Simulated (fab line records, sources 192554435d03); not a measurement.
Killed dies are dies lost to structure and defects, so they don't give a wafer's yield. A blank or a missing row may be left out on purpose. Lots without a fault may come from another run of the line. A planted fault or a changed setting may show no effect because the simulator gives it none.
Which tool did it? | flow n5_finfet | 9 lots, 27 wafers sampled, at 5 steps of a route of 1938

WHAT THE GAUGES READ, wafer by wafer
N5_BEOL_M4_RC_MEAS_101.
lot  | measured     | on        | DIBL_N (mV/V)
L450 | day 9 11:10  | prober-01 | 39.2 37.5 33.2
L453 | day 9 21:14  | prober-02 | 35.1 36.8 35.6
L461 | day 11 14:56 | prober-01 | 32.7 36.4 33.4
L462 | day 11 17:41 | prober-01 | 39.4 37.4 37.5
L463 | day 12 08:23 | prober-01 | 35.5 33.3 35.3
L467 | day 13 05:08 | prober-02 | 36.2 36.8 35.7
L469 | day 13 09:16 | prober-02 | 40.8 35.1 36.6
L468 | day 13 13:35 | prober-02 | 38.5 39.1 37.1
L470 | day 14 07:06 | prober-01 | 37.4 37.4 38.9

WHICH TOOL RAN EACH LOT (tool, then ch and the chambers of the sampled wafers, then the start)
lot  | N5_BEOL_M1_ANNEAL_91         | N5_BEOL_M1_DEP_57               | N5_BEOL_M2_ILD_DEP_00           | N5_BEOL_M2_COAT_61
L450 | pvd_sputter-03, day 7 11:42  | pecvd-02 ch 0,1,2, day 7 13:28  | pecvd-03 ch 0,1,2, day 7 13:35  | litho_track-01 ch 0, day 7 15:23
L453 | pvd_sputter-01, day 7 13:59  | pecvd-04 ch 0,1,2, day 7 15:32  | pecvd-01 ch 1,2, day 7 15:44    | litho_track-01 ch 0, day 7 17:34
L461 | pvd_sputter-01, day 9 06:28  | pecvd-02 ch 0,1,2, day 9 08:08  | pecvd-04 ch 1,2, day 9 08:16    | litho_track-01 ch 0, day 9 10:25
L462 | pvd_sputter-03, day 9 12:11  | pecvd-02 ch 0,1,2, day 9 13:45  | pecvd-03 ch 0,1, day 9 13:53    | litho_track-01 ch 0, day 9 14:44
L463 | pvd_sputter-02, day 9 23:23  | pecvd-04 ch 1, day 10 01:19     | pecvd-01 ch 0,1,2, day 10 01:29 | litho_track-01 ch 0, day 10 02:42
L467 | pvd_sputter-03, day 10 22:22 | pecvd-04 ch 0,2, day 10 23:55   | pecvd-01 ch 1,2, day 11 00:03   | litho_track-02 ch 0, day 11 02:38
L469 | pvd_sputter-01, day 11 02:44 | pecvd-04 ch 0,1,2, day 11 04:17 | pecvd-01 ch 0,2, day 11 04:25   | litho_track-02 ch 0, day 11 06:52
L468 | pvd_sputter-01, day 11 05:32 | pecvd-03 ch 0,1, day 11 07:10   | pecvd-01 ch 0,1,2, day 11 07:17 | litho_track-02 ch 0, day 11 08:38
L470 | pvd_sputter-01, day 11 10:51 | pecvd-03 ch 0,2, day 11 12:28   | pecvd-03 ch 1,2, day 11 12:36   | litho_track-05 ch 0, day 11 13:41
- N5_BEOL_M1_ANNEAL_91: time 240 s.
- N5_BEOL_M1_DEP_57: deposits SiCN from 3MS/NH3, target thk 8 nm, time 14 s.
- N5_BEOL_M2_ILD_DEP_00: deposits SiOC from DEMS/O2, target thk 79 nm, time 15.3 s.
- N5_BEOL_M2_COAT_61: time 60 s, resist thk 60 nm.

THE ANSWER, worked out from the rows above alone
Rule: what is usual is taken from the lots themselves. Put in order of their means at a reading, lots are off if they are a third of the lots or fewer, leave a main group of 4 or more, and stand apart from it by a gap of 3 or more times the standard deviation of the main group's means; of several such gaps the widest counts. A main group whose means are all the same, to the digits that the tables above print for the reading, isn't used. A lot without any number at a reading at which 4 lots or more have one is off too. The other lots that the step has rows for count as sound.
No lot is off at any reading shown: from this, nothing can be told.

WHAT THE SIMULATOR HAD PUT IN
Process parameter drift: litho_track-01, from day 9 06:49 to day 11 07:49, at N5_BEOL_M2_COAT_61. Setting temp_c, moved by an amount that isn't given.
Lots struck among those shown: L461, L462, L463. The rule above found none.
